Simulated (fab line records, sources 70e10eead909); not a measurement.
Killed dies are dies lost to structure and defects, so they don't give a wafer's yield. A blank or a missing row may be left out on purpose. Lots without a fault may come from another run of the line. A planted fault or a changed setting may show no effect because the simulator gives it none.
Which tool did it? | flow nand_harc | 15 lots, 45 wafers sampled, at 2 steps of a route of 1302

WHAT THE GAUGES READ, wafer by wafer
NHARC_A_M1_THK_MEAS_24: measures by xrf.
lot  | measured     | on            | thk_nm (nm)
L890 | day 22 23:44 | film_metro-02 | 152.8 153.3 154.8
L891 | day 23 03:37 | film_metro-02 | 154.4 152.9 151.8
L894 | day 24 10:11 | film_metro-01 | 155.4 153.1 151.5
L893 | day 24 11:54 | film_metro-02 | 152.1 155.1 153.7
L892 | day 24 12:35 | film_metro-01 | 153.7 155.5 153.4
L895 | day 24 22:43 | film_metro-02 | 155.6 157.7 156.8
L897 | day 25 16:31 | film_metro-02 | 154.2 154.7 156.0
L898 | day 26 07:44 | film_metro-01 | 155.5 153.4 155.5
L900 | day 27 10:10 | film_metro-01 | 155.5 154.8 153.7
L899 | day 27 17:21 | film_metro-01 | 154.1 149.8 152.8
L901 | day 27 22:34 | film_metro-01 | 151.9 152.7 151.3
L902 | day 28 22:41 | film_metro-01 | 154.7 152.3 154.8
L907 | day 30 16:07 | film_metro-01 | 152.8 154.0 152.3
L911 | day 31 06:58 | film_metro-02 | 154.5 152.3 153.9
L909 | day 31 08:26 | film_metro-01 | 150.2 153.5 151.3

WHICH TOOL RAN EACH LOT (tool, then ch and the chambers of the sampled wafers, then the start)
lot  | NHARC_A_M1_CMP_23
L890 | cmp-01 ch 0,3, day 22 23:25
L891 | cmp-02 ch 0,1, day 23 03:18
L894 | cmp-04 ch 1,3, day 24 09:52
L893 | cmp-01 ch 0,1,3, day 24 11:35
L892 | cmp-01 ch 0,2,3, day 24 12:16
L895 | cmp-02 ch 0,2,3, day 24 22:27
L897 | cmp-01 ch 0,2,3, day 25 16:15
L898 | cmp-01 ch 1,3, day 26 07:27
L900 | cmp-02 ch 0,1, day 27 09:53
L899 | cmp-02 ch 0,3, day 27 17:04
L901 | cmp-04 ch 0,3, day 27 22:16
L902 | cmp-01 ch 0,1, day 28 22:22
L907 | cmp-01 ch 0,1,2, day 30 15:49
L911 | cmp-02 ch 0,2,3, day 31 06:40
L909 | cmp-04 ch 1,2, day 31 08:08
- NHARC_A_M1_CMP_23: polishes, t overpolish 20 s, target thk 154.34 nm.

WHAT THE TOOLS THEMSELVES READ (means of the sampled wafers that have a number; where no wafer has one, the mark that the record gives instead)
NHARC_A_M1_CMP_23.
lot  | tool   | motor_current_A (A) | time_to_endpoint_s (s)
L890 | cmp-01 | 11.1                | 29
L891 | cmp-02 | 11.0                | 29
L894 | cmp-04 | 12.6                | 24
L893 | cmp-01 | 11.8                | 26
L892 | cmp-01 | 10.8                | 29
L895 | cmp-02 | 10.8                | 34
L897 | cmp-01 | 10.5                | 26
L898 | cmp-01 | 12.6                | 30
L900 | cmp-02 | 10.9                | 30
L899 | cmp-02 | 11.4                | 31
L901 | cmp-04 | 11.6                | 26
L902 | cmp-01 | 11.0                | 27
L907 | cmp-01 | 11.1                | 26
L911 | cmp-02 | 10.9                | 30
L909 | cmp-04 | 12.5                | 24

THE ANSWER, worked out from the rows above alone
Rule: what is usual is taken from the lots themselves. Put in order of their means at a reading, lots are off if they are a third of the lots or fewer, leave a main group of 4 or more, and stand apart from it by a gap of 3 or more times the standard deviation of the main group's means; of several such gaps the widest counts. A main group whose means are all the same, to the digits that the tables above print for the reading, isn't used. A lot without any number at a reading at which 4 lots or more have one is off too. The other lots that the step has rows for count as sound. The gauges are gone through in route order, then the tools' own readings, and for those a lot's mean is taken as printed above. The first step at which some lot is off is used, and at that step the reading that is off furthest; a lot without a number counts as furthest.
No lot is off at any reading shown: from this, nothing can be told.

WHAT THE SIMULATOR HAD PUT IN
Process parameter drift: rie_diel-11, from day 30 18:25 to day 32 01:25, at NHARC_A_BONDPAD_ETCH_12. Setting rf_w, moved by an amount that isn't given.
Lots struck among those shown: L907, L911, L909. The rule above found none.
